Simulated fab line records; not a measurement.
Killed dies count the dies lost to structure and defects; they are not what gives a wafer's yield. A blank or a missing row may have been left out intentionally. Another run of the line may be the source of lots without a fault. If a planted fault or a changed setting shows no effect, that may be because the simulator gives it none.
fab line records | flow n5Finfet
record lots=5 | wafers=14 | lastDay=19
route steps=1938 shown BEOL_M14@1761 BEOL_M15@1773 PASSIVATION@1936
lots that met no fault: from a run of the same line without faults
startH: hours from the record's opening day to when the first of the lot's shown wafers began | waitH: hours elapsed since this lot's preceding step | " identical to the entry in the row above | L1.1+2: several wafers, shown together as one row | - value missing, or start not given | * or withheld: withheld | < > ~ a bound
route shown NAME@n: names a module that has steps shown in the file, with the first one's number in the route | usual: the fault-free wafers' mean and standard deviation | same: alike in all rows | chamber/n: place in a boat | sites: readings site by site | _std_site: the values' standard deviation | _edge_site: the outer-site mean with the inner-site mean subtracted | radiusMm: for every site, how far away it sits from the centre of the wafer | mask NAME#n: copy n | behind: the last tool/chamber to shape the wafer | hold: why the lot went on hold/how many hours it stayed there/how the hold came to an end | device: the transistor (n, p or np) that didn't switch | end of line: the same wafers' tests at the end of the route | a step without rows: its recipe alone | killed: not the wafer's yield, but the dies lost to structure and defects at the first sort | map: per-die view of a wafer (x killed, . not killed, _ where there is no die)
set.NAME: the setting that was run; set.NAME@STEP: the one run at that earlier step | model.NAME: the simulator's own value behind a step, which no gauge read
lots seen at some steps along the route; tables by step, rows by wafer
services: from which hour (startH, from the record's first day; less than 0 if before it) a tool's chamber was out of use, for how many hours, and why
## steps
# step N5_BEOL_M14_PRE_CLEAN_42
# recipe gas=H2/He | timeS=30 | tempC=300
# step N5_BEOL_M14_SPUTTER_43
# recipe material=TaN | targetThkA=150 | tempC=50 | biasV=168.6 | powerW=15000 | chamberPressurePa=0.12 | timeS=24.19
# step N5_BEOL_M14_SPUTTER_44
# recipe material=Ta | targetThkA=150 | tempC=50 | biasV=80 | powerW=15000 | chamberPressurePa=0.07 | timeS=24.19
# step N5_BEOL_M14_SPUTTER_45
# recipe material=Cu | targetThkA=1000 | tempC=-20 | biasV=60 | powerW=26000 | chamberPressurePa=0.13 | timeS=16.67
# step N5_BEOL_M14_ECD_47
# recipe material=Cu | targetThkA=12480
# step N5_BEOL_M14_ANNEAL_48
# recipe tempC=225 | timeS=90 | ambient=N2
# step N5_BEOL_M14_CMP_49
# recipe stopOn=SiO2 | tOverpolishS=5.2 | downForcePsi=2 | platenRpm=80 | clearingPlatenDownForcePsi=2 | clearingPlatenRpm=80 | postCmpClean=cuAlkaline | targetThkNm=560 | clearingPlatenPadVelocityMS=1.5917 | padVelocityMS=1.5917
# step N5_BEOL_M14_PRE_CLEAN_52
# recipe gas=NH3 | timeS=15 | tempC=withheld | rfPowerW=300
# step N5_BEOL_M14_DEP_53
# recipe material=SiCN | targetThkA=500 | tempC=withheld | precursor=3MS/NH3 | pressureTorr=3 | rfW=675 | timeS=17.8
# step N5_BEOL_M15_ILD_DEP_00
# recipe material=SiO2 | targetThkA=16293 | tempC=400 | precursor=TEOS/O2 | pressureTorr=6.5 | rfW=900 | teosFlowSccm=161.4 | gas=O2 | flowSccm=2650 | timeS=346.1
# usual heaterPowerW=559/150 | showerheadPlenumPTorr=8.34/0.041 | throttleValvePct=18.8/0.86
lot.wafer | tool     | chamber | startH | waitH | heaterPowerW | showerheadPlenumPTorr | throttleValvePct
L348.2    | pecvd-04 | 0       | 392.94 | 0.0   | 811          | 8.33                  | 19.3
L348.3    | "        | 1       | "      | "     | 626          | 8.30                  | 19.3
L348.6    | "        | 2       | "      | "     | 617          | 8.35                  | 17.5
L352.2    | pecvd-04 | 1       | 409.23 | 0.0   | 657          | 8.28                  | 19.8
L352.4    | "        | 1       | "      | "     | 494          | 8.26                  | 19.7
L352.6    | "        | 0       | "      | "     | 667          | 8.29                  | 18.9
L354.1    | pecvd-04 | 0       | 409.52 | 0.0   | 752          | 8.31                  | 18.8
L354.2    | "        | 2       | "      | "     | 783          | 8.34                  | 18.0
L354.4    | "        | 2       | "      | "     | 608          | 8.33                  | 17.7
L359.1    | pecvd-04 | 0       | 426.90 | 0.0   | 723          | 8.34                  | 19.1
L359.2    | "        | 2       | "      | "     | 745          | 8.31                  | 17.9
L359.5    | "        | 1       | "      | "     | 630          | 8.27                  | 19.4
L358.3    | pecvd-03 | 0       | 436.38 | 0.0   | 416          | 8.34                  | 18.9
L358.4    | "        | 1       | "      | "     | 357          | 8.33                  | 19.5
# step N5_BEOL_M15_COAT_58
# recipe resist=BARC | tempC=205 | timeS=60 | spinRpm=1500 | resistThkNm=89
# step N5_BEOL_M15_COAT_04
# recipe spinRpm=1704 | resistThkNm=800
# step N5_BEOL_M15_EBR_06
# recipe solvent=PGMEA | ebrWidthMm=1.5
# step N5_BEOL_M15_SOFTBAKE_05
# recipe tempC=130 | timeS=60
# step N5_BEOL_M15_EXPOSE_07
# recipe maskId=V14 | na=0.8 | sourceShape=annular | sigmaInner=0.5 | sigmaOuter=0.8 | polarization=unpolarized | attpsmPhaseDeg=180 | doseMj=41.25
# step N5_BEOL_M15_PEB_08
# recipe pebTempC=130 | pebTimeS=90
# step N5_BEOL_M15_DEVELOP_09
# recipe developTimeS=45 | rinseLiquid=diw | dry=airSpin | devTempC=21
# step N5_BEOL_M15_HARDBAKE_14
# recipe tempC=130 | timeS=120
# step N5_BEOL_M15_INSPECT_12
# recipe mode=adi | inspectInstrument=macro
# usual rawDefectCount=1.9/1.4
lot.wafer | tool             | chamber | startH | waitH | rawDefectCount
L348.2    | defectInspect-01 | -       | 393.67 | 0.0   | 2
L348.3    | "                | -       | "      | "     | 3
L348.6    | "                | -       | "      | "     | 3
L352.2    | defectInspect-01 | -       | 409.83 | 0.0   | 2
L352.4    | "                | -       | "      | "     | 1
L352.6    | "                | -       | "      | "     | 20
L354.1    | defectInspect-01 | -       | 410.25 | 0.0   | 23
L354.2    | "                | -       | "      | "     | 1
L354.4    | "                | -       | "      | "     | 4
L359.1    | defectInspect-01 | -       | 427.68 | 0.0   | 19
L359.2    | "                | -       | "      | "     | 1
L359.5    | "                | -       | "      | "     | 0
L358.3    | defectInspect-02 | -       | 437.11 | 0.0   | 3
L358.4    | "                | -       | "      | "     | 4
# step N5_BEOL_M15_DESCUM_15
# recipe chemistry=O2 | timeS=7.9 | sourcePowerW=50 | biasPowerW=20 | pressureMtorr=20 | rfFrequencyHz=2.712e+07 | tempC=40 | o2FlowSccm=225
# step N5_BEOL_M15_ETCH_59
# recipe chemistry=N2/H2 | target=BARC | targetDepthA=890 | overetchA=267 | timeS=67.9 | ionEnergyEv=200 | pressureMtorr=30 | sourceW=840 | biasW=150 | n2FlowSccm=200 | h2FlowSccm=200
# step N5_BEOL_M15_VIA_ETCH_16
# recipe chemistry=C4F8/O2/Ar | target=SiO2 | heInnerTorr=15 | heOuterTorr=30 | targetDepthA=17922 | timeS=withheld | ionEnergyEv=800 | pressureMtorr=20 | sourceW=1905 | biasW=2040 | Ar_flow_sccm=400 | C4F8_flow_sccm=16 | O2_flow_sccm=12 | ends=cleared
# step N5_BEOL_M15_STRIP_63
# recipe chemistry=O2 | powerW=600 | tempC=60 | pressureMtorr=30 | rfFrequencyHz=6e+07 | biasPowerW=0 | overashFraction=0.3 | o2FlowSccm=225
# step N5_BEOL_M15_STRIP_64
# recipe chemistry=O2 | powerW=600 | tempC=60 | pressureMtorr=30 | rfFrequencyHz=6e+07 | biasPowerW=0 | overashFraction=0.3 | o2FlowSccm=225
# step N5_BEOL_M15_STRIP_65
# recipe chemistry=postEtchResidueRemover | timeS=60 | tempC=25 | removerPh=withheld | removerWaterWtPct=withheld | removerFluorideWtPct=withheld
# step N5_BEOL_M15_SRD_66
# recipe timeS=30 | tempC=23 | rinseLiquid=diw | dry=n2Spin | spinRpm=1500 | dryTimeS=30
# step N5_BEOL_M15_COAT_56
# recipe resist=SOC | tempC=250 | timeS=60 | spinRpm=1500 | resistThkNm=550
# step N5_BEOL_M15_ETCH_57
# recipe chemistry=N2/H2 | target=SOC | sourceW=3000 | biasW=350 | timeS=750 | ionEnergyEv=200 | pressureMtorr=30 | n2FlowSccm=200 | h2FlowSccm=200
# step N5_BEOL_M15_COAT_60
# recipe resist=BARC | tempC=205 | timeS=60 | spinRpm=1500 | resistThkNm=89
# step N5_BEOL_M15_COAT_22
# recipe spinRpm=1704 | resistThkNm=800
# step N5_BEOL_M15_EBR_24
# recipe solvent=PGMEA | ebrWidthMm=1.5
# step N5_BEOL_M15_SOFTBAKE_23
# recipe tempC=130 | timeS=60
# step N5_BEOL_M15_EXPOSE_25
# recipe maskId=M15 | na=0.8 | sourceShape=annular | sigmaInner=0.5 | sigmaOuter=0.8 | polarization=unpolarized | targetCdNm=400 | doseMj=35.5
# step N5_BEOL_M15_PEB_26
# recipe pebTempC=130 | pebTimeS=90
# step N5_BEOL_M15_DEVELOP_27
# recipe developTimeS=45 | rinseLiquid=diw | dry=airSpin | devTempC=21
# step N5_BEOL_M15_INSPECT_30
# recipe mode=adi | inspectInstrument=macro
# usual rawDefectCount=2.0/1.4
lot.wafer | tool             | chamber | startH | waitH | rawDefectCount
L348.2    | defectInspect-01 | -       | 395.14 | 0.0   | 1
L348.3    | "                | -       | "      | "     | 2
L348.6    | "                | -       | "      | "     | 1
L352.2    | defectInspect-02 | -       | 411.42 | 0.0   | 0
L352.4    | "                | -       | "      | "     | 1
L352.6    | "                | -       | "      | "     | 17
L354.1    | defectInspect-01 | -       | 411.84 | 0.0   | 23
L354.2    | "                | -       | "      | "     | 2
L354.4    | "                | -       | "      | "     | 1
L359.1    | defectInspect-01 | -       | 429.18 | 0.0   | 17
L359.2    | "                | -       | "      | "     | 2
L359.5    | "                | -       | "      | "     | 2
L358.3    | defectInspect-02 | -       | 438.59 | 0.0   | 4
L358.4    | "                | -       | "      | "     | 2
# step N5_PASSIVATION_PROBE_49
# usual defectLimitedYield=91.1/1.4 | killed_at_M0_to_M3=34/9.6 | killed_at_M4_up=15/5.3 | killedAtContacts=12/6.1 | killedAtFrontEnd=40/11 | killedAtOther=3.5/2.8 | killedDies=105/17 | killedOpen=70/12 | killedShort=34/7.7 | sort_bin_5_function=5.2/0.97 | sort_bin_6_memory=3.4/0.62 | sortNPass=1075/17 | sortYieldPct=91.1/1.4
# same grossDies=1180 | killedAtBackSide=0 | sort_bin_4_leakage[%]=0 | sort_bin_8_speed[%]=0
lot.wafer | tool      | chamber | startH | waitH | defectLimitedYield[%] | killed_at_M0_to_M3 | killed_at_M4_up | killedAtContacts | killedAtFrontEnd | killedAtOther | killedDies | killedOpen | killedShort | sort_bin_5_function[%] | sort_bin_6_memory[%] | sortNPass | sortYieldPct[%]
L348.2    | prober-01 | -       | 412.24 | 0.1   | 88.8                  | 32                 | 14              | 16               | 59               | 11            | 132        | 87         | 43          | 7.1                    | 3.7                  | 1048      | 88.8
L348.3    | prober-01 | -       | 412.29 | 0.1   | 89.1                  | 38                 | 14              | 15               | 56               | 6             | 129        | 89         | 40          | 6.4                    | 4.1                  | 1051      | 89.1
L348.6    | prober-01 | -       | 412.44 | 0.3   | 87.5                  | 43                 | 29              | 11               | 63               | 2             | 148        | 95         | 46          | 6.9                    | 4.7                  | 1032      | 87.5
L354.1    | prober-01 | -       | 433.44 | 0.0   | 91.1                  | 29                 | 28              | 10               | 36               | 2             | 105        | 70         | 24          | 4.9                    | 3.8                  | 1075      | 91.1
L354.2    | prober-01 | -       | 433.49 | 0.1   | 90.8                  | 30                 | 14              | 31               | 32               | 1             | 108        | 80         | 28          | 5.4                    | 3.1                  | 1072      | 90.8
L354.4    | prober-01 | -       | 433.59 | 0.2   | 93.7                  | 35                 | 14              | 9                | 16               | 0             | 74         | 57         | 15          | 3.7                    | 2.2                  | 1106      | 93.7
L352.2    | prober-01 | -       | 435.78 | 0.1   | 91.8                  | 31                 | 15              | 12               | 35               | 4             | 97         | 68         | 28          | 4.7                    | 3.3                  | 1083      | 91.8
L352.4    | prober-01 | -       | 435.88 | 0.2   | 92.8                  | 35                 | 15              | 5                | 27               | 3             | 85         | 58         | 27          | 4.7                    | 2.5                  | 1095      | 92.8
L352.6    | prober-01 | -       | 435.98 | 0.3   | 92.4                  | 41                 | 17              | 5                | 25               | 2             | 90         | 61         | 19          | 5.0                    | 2.5                  | 1090      | 92.4
L359.1    | prober-02 | -       | 449.85 | 0.0   | 88.7                  | 33                 | 21              | 13               | 62               | 4             | 133        | 68         | 38          | 5.3                    | 4.5                  | 1047      | 88.7
L359.2    | prober-02 | -       | 449.90 | 0.1   | 91.6                  | 21                 | 13              | 7                | 55               | 3             | 99         | 74         | 25          | 4.6                    | 3.5                  | 1081      | 91.6
L359.5    | prober-02 | -       | 450.05 | 0.2   | 89.3                  | 38                 | 12              | 3                | 69               | 4             | 126        | 68         | 38          | 5.0                    | 3.6                  | 1054      | 89.3
L358.3    | prober-01 | -       | 457.03 | 0.1   | 92.1                  | 30                 | 21              | 10               | 26               | 6             | 93         | 53         | 40          | 4.5                    | 2.9                  | 1087      | 92.1
L358.4    | prober-01 | -       | 457.08 | 0.2   | 91.8                  | 28                 | 15              | 16               | 34               | 4             | 97         | 73         | 24          | 4.9                    | 3.2                  | 1083      | 91.8
# killed by level:class
L348.2 STI_FIN_REVEAL:geometricParticle:open=20 MOL_CONTACT_COAG:geometricParticle:open=13 BEOL_M1:geometricParticle:open=10 BEOL_M4:geometricParticle:open=9 BEOL_M0_SAQP:geometricParticle:open=8 FIN_SAQP:geometricParticle:short=7 BEOL_M0_SAQP:geometricParticle:short=6 BEOL_M2:geometricParticle:open=5
L348.3 STI_FIN_REVEAL:geometricParticle:open=16 FIN_SAQP:geometricParticle:open=14 MOL_CONTACT_COAG:geometricParticle:open=14 BEOL_M0_SAQP:geometricParticle:open=13 BEOL_M0_SAQP:geometricParticle:short=12 FIN_SAQP:geometricParticle:short=6 BEOL_M4:geometricParticle:open=6 GATE_CUT:geometricParticle:short=5
L348.6 BEOL_M4:geometricParticle:open=18 BEOL_M0_SAQP:geometricParticle:short=14 STI_FIN_REVEAL:geometricParticle:open=12 BEOL_M1:geometricParticle:open=12 BEOL_M0_SAQP:geometricParticle:open=10 FIN_SAQP:geometricParticle:open=8 MOL_CONTACT_COAG:geometricParticle:open=7 HKMG_FIN:areaEtch=7
L354.1 STI_FIN_REVEAL:geometricParticle:open=11 BEOL_M15:unspecified=11 BEOL_M3:geometricParticle:open=10 MOL_CONTACT_COAG:geometricParticle:open=8 BEOL_M4:geometricParticle:open=7 BEOL_M1:geometricParticle:open=7 FIN_SAQP:geometricParticle:open=4 GATE_CUT:geometricParticle:short=4
L354.2 MOL_CONTACT_COAG:geometricParticle:open=28 BEOL_M3:geometricParticle:open=15 BEOL_M4:geometricParticle:open=9 GATE_CUT:geometricParticle:short=7 STI_FIN_REVEAL:geometricParticle:open=6 GATE_CUT:geometricParticle:open=5 STARTING-WAFER:geometricParticle:short=5 BEOL_M0_SAQP:geometricParticle:open=4
L354.4 BEOL_M3:geometricParticle:open=15 BEOL_M4:geometricParticle:open=9 MOL_CONTACT_COAG:geometricParticle:open=8 BEOL_M2:geometricParticle:open=8 BEOL_M3:geometricParticle:short=5 STARTING-WAFER:geometricParticle:open=4 FIN_SAQP:geometricParticle:open=2 FIN_SAQP:geometricParticle:short=2
L352.2 MOL_CONTACT_COAG:geometricParticle:open=9 BEOL_M3:geometricParticle:open=9 BEOL_M2:geometricParticle:open=7 BEOL_M5:geometricParticle:open=7 STARTING-WAFER:geometricParticle:open=6 FIN_SAQP:geometricParticle:short=5 DUMMY_GATE:geometricParticle:open=5 BEOL_M0_SAQP:geometricParticle:short=5
L352.4 BEOL_M2:geometricParticle:open=10 FIN_SAQP:geometricParticle:open=8 BEOL_M3:geometricParticle:open=7 BEOL_M0_SAQP:geometricParticle:short=6 BEOL_M4:geometricParticle:open=6 FIN_SAQP:geometricParticle:short=5 DUMMY_GATE:geometricParticle:open=5 MOL_CONTACT_COAG:geometricParticle:open=5
L352.6 BEOL_M3:geometricParticle:open=12 BEOL_M2:geometricParticle:open=9 BEOL_M15:unspecified=9 BEOL_M0_SAQP:geometricParticle:open=8 FIN_SAQP:geometricParticle:short=6 FIN_SAQP:geometricParticle:open=5 MOL_CONTACT_COAG:geometricParticle:open=5 BEOL_M3:geometricParticle:short=5
L359.1 HKMG_FIN:areaEtch=15 FIN_SAQP:geometricParticle:open=13 FIN_SAQP:geometricParticle:short=12 MOL_CONTACT_COAG:geometricParticle:open=11 BEOL_M15:unspecified=11 STI_FIN_REVEAL:geometricParticle:open=9 BEOL_M3:geometricParticle:open=9 BEOL_M2:geometricParticle:open=7
L359.2 STI_FIN_REVEAL:geometricParticle:open=18 FIN_SAQP:geometricParticle:open=16 MOL_CONTACT_COAG:geometricParticle:open=6 STARTING-WAFER:geometricParticle:short=6 FIN_SAQP:geometricParticle:short=5 BEOL_M0_SAQP:geometricParticle:short=5 STI_FIN_REVEAL:geometricParticle:short=4 DUMMY_GATE:geometricParticle:open=4
L359.5 HKMG_FIN:areaEtch=19 FIN_SAQP:geometricParticle:open=12 FIN_SAQP:geometricParticle:short=12 BEOL_M1:geometricParticle:open=8 BEOL_M2:geometricParticle:open=8 BEOL_M0_SAQP:geometricParticle:short=7 ILD0:geometricParticle:open=6 STI_FIN_REVEAL:geometricParticle:open=5
L358.3 FIN_SAQP:geometricParticle:short=9 BEOL_M0_SAQP:geometricParticle:open=9 MOL_CONTACT_COAG:geometricParticle:open=8 BEOL_M2:geometricParticle:open=7 BEOL_M4:geometricParticle:open=7 BEOL_M4:geometricParticle:short=6 BEOL_M0_SAQP:geometricParticle:short=5 BEOL_M2:geometricParticle:short=3
L358.4 MOL_CONTACT_COAG:geometricParticle:open=13 STI_FIN_REVEAL:geometricParticle:open=8 DUMMY_GATE:geometricParticle:open=8 BEOL_M2:geometricParticle:open=8 BEOL_M0_SAQP:geometricParticle:short=7 BEOL_M3:geometricParticle:open=6 BEOL_M6:geometricParticle:open=6 STARTING-WAFER:geometricParticle:open=4
## services
tool     | chamber | startH | hours | kind
pecvd-04 | 2       | 373.85 | 5.0   | scheduledDown
pecvd-04 | 0       | 414.13 | 6.0   | repair
## key
firstSign step=N5_BEOL_M15_INSPECT_12 | reading=rawDefectCount | direction=up | sigmas=13 | usual=1.9 | struck=20.7
effect step=N5_BEOL_M15_INSPECT_30 | reading=rawDefectCount | direction=up | sigmas=12 | usual=2.0 | struck=19
metAt N5_BEOL_M15_ILD_DEP_00
struckWafers L352.6,L354.1,L359.1
baselineLoss step=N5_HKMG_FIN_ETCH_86 | wafers=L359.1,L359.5
fault kind=chamberParticleSource | tool=pecvd-04 | chamber=0 | onsetH=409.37 | steps=N5_BEOL_M15_ILD_DEP_00 | ratePerVisitCm2=0.022656 | endH=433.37
# baselineLoss: these wafers lose ten dies or more at that step, a loss of the line's own and not of a fault; the sort's usual values leave them out
